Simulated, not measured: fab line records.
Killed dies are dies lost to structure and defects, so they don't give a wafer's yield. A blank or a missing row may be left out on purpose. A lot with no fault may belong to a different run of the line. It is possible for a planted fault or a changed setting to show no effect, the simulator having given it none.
Chamber matching | flow nandHarc | rieDiel-08 running NHARC_A_STAIRCASE_TRIM_220: 4 sister chambers
The step chemistry O2, time 211.2 s. 4 wafers are shown with their chamber, then 12 later ones without.

EACH WAFER AND ITS CHAMBER
wafer  | chamber | drypumpMotorCurrentA (A)
L084.1 | 2       | 5.4
L084.3 | 0       | 4.9
L088.3 | 1       | 6.2
L088.5 | 3       | 6.2

WAFERS WITH NO CHAMBER GIVEN
wafer  | drypumpMotorCurrentA (A)
L091.1 | 6.2
L091.2 | 5.4
L091.3 | 4.9
L091.4 | 6.2
L091.5 | 6.2
L091.6 | 4.9
L097.1 | 6.2
L097.3 | 6.3
L097.4 | 5.4
L097.2 | 4.9
L097.5 | 6.3
L097.6 | 4.9

THE CHAMBER EACH PASSED THROUGH
wafer  | from the rows above     | in truth
L091.1 | can't be placed: 1 or 3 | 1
L091.2 | 2                       | 2
L091.3 | 0                       | 0
L091.4 | can't be placed: 1 or 3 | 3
L091.5 | can't be placed: 1 or 3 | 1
L091.6 | 0                       | 0
L097.1 | can't be placed: 1 or 3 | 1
L097.3 | can't be placed: 1 or 3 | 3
L097.4 | 2                       | 2
L097.2 | 0                       | 0
L097.5 | can't be placed: 1 or 3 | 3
L097.6 | 0                       | 0
6 of 12 placed correctly. These rows do not allow placing 6 (true chamber among the candidates in 6). Wrongly placed: 0.
How it was worked out, from the rows above alone: a wafer's distance from a chamber is the root of the sum, over the readings, of the square of ((its reading less the chamber's mean) divided by the reading's scatter). The wafer belongs to the nearest chamber; if the next one is less than 2 further off, it can't be placed. A chamber's mean is the mean of its shown wafers. The scatter: with one shown wafer a chamber, the root of the mean of the squares of how far each hidden wafer lies from its nearest shown one.
